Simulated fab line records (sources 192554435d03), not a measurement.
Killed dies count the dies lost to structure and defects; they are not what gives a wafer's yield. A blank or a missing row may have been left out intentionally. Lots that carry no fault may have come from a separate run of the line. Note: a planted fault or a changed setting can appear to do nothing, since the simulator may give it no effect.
Matching of chambers || flow n5_finfet || N5_BEOL_M3_ETCH_69 on rie_diel-03 has 4 sister chambers
The step etches SiARC in CF4, target depth 15.6 nm, time 26 s. 8 wafers are shown with their chamber, then 10 later ones without.

== WAFERS WITH THEIR CHAMBER ==
{"wafer": "L075.4", "chamber": 3, "showerhead_plenum_p_Torr (Torr)": 2.17, "throttle_valve_pct (%)": 15.58}
{"wafer": "L076.4", "chamber": 2, "showerhead_plenum_p_Torr (Torr)": 2.23, "throttle_valve_pct (%)": 15.69}
{"wafer": "L084.3", "chamber": 3, "showerhead_plenum_p_Torr (Torr)": 2.17, "throttle_valve_pct (%)": 15.62}
{"wafer": "L085.3", "chamber": 0, "showerhead_plenum_p_Torr (Torr)": 2.12, "throttle_valve_pct (%)": 15.93}
{"wafer": "L085.4", "chamber": 2, "showerhead_plenum_p_Torr (Torr)": 2.22, "throttle_valve_pct (%)": 15.71}
{"wafer": "L085.6", "chamber": 0, "showerhead_plenum_p_Torr (Torr)": 2.12, "throttle_valve_pct (%)": 15.93}
{"wafer": "L088.3", "chamber": 1, "showerhead_plenum_p_Torr (Torr)": 2.05, "throttle_valve_pct (%)": 15.32}
{"wafer": "L088.5", "chamber": 1, "showerhead_plenum_p_Torr (Torr)": 2.05, "throttle_valve_pct (%)": 15.30}

== WAFERS WITHOUT THEIR CHAMBER ==
{"wafer": "L088.6", "showerhead_plenum_p_Torr (Torr)": 2.22, "throttle_valve_pct (%)": 15.73}
{"wafer": "L089.2", "showerhead_plenum_p_Torr (Torr)": 2.22, "throttle_valve_pct (%)": 15.75}
{"wafer": "L089.4", "showerhead_plenum_p_Torr (Torr)": 2.16, "throttle_valve_pct (%)": 15.65}
{"wafer": "L089.5", "showerhead_plenum_p_Torr (Torr)": 2.05, "throttle_valve_pct (%)": 15.32}
{"wafer": "L091.1", "showerhead_plenum_p_Torr (Torr)": 2.12, "throttle_valve_pct (%)": 15.96}
{"wafer": "L091.3", "showerhead_plenum_p_Torr (Torr)": 2.22, "throttle_valve_pct (%)": 15.75}
{"wafer": "L091.4", "showerhead_plenum_p_Torr (Torr)": 2.16, "throttle_valve_pct (%)": 15.63}
{"wafer": "L096.1", "showerhead_plenum_p_Torr (Torr)": 2.04, "throttle_valve_pct (%)": 15.33}
{"wafer": "L096.3", "showerhead_plenum_p_Torr (Torr)": 2.16, "throttle_valve_pct (%)": 15.65}
{"wafer": "L096.6", "showerhead_plenum_p_Torr (Torr)": 2.12, "throttle_valve_pct (%)": 15.97}

== THE CHAMBER EACH PASSED THROUGH ==
{"wafer": "L088.6", "from the rows above": 2, "in truth": 2}
{"wafer": "L089.2", "from the rows above": 2, "in truth": 2}
{"wafer": "L089.4", "from the rows above": 3, "in truth": 3}
{"wafer": "L089.5", "from the rows above": 1, "in truth": 1}
{"wafer": "L091.1", "from the rows above": 0, "in truth": 0}
{"wafer": "L091.3", "from the rows above": 2, "in truth": 2}
{"wafer": "L091.4", "from the rows above": 3, "in truth": 3}
{"wafer": "L096.1", "from the rows above": 1, "in truth": 1}
{"wafer": "L096.3", "from the rows above": 3, "in truth": 3}
{"wafer": "L096.6", "from the rows above": 0, "in truth": 0}
Correct placement for 10 of the 10. Not placeable from these rows: 0. Wrongly placed: 0.
How it was worked out, from the rows above alone: a wafer's distance from a chamber is the root of the sum, over the readings, of the square of ((its reading less the chamber's mean) divided by the reading's scatter). The wafer belongs to the nearest chamber; if the next one is less than 2 further off, it can't be placed. The mean given for a chamber averages the wafers shown for that chamber. The scatter: take each reading less its chamber's mean, square it, sum over the shown wafers, divide by the number of wafers less the number of chambers, and take the root.
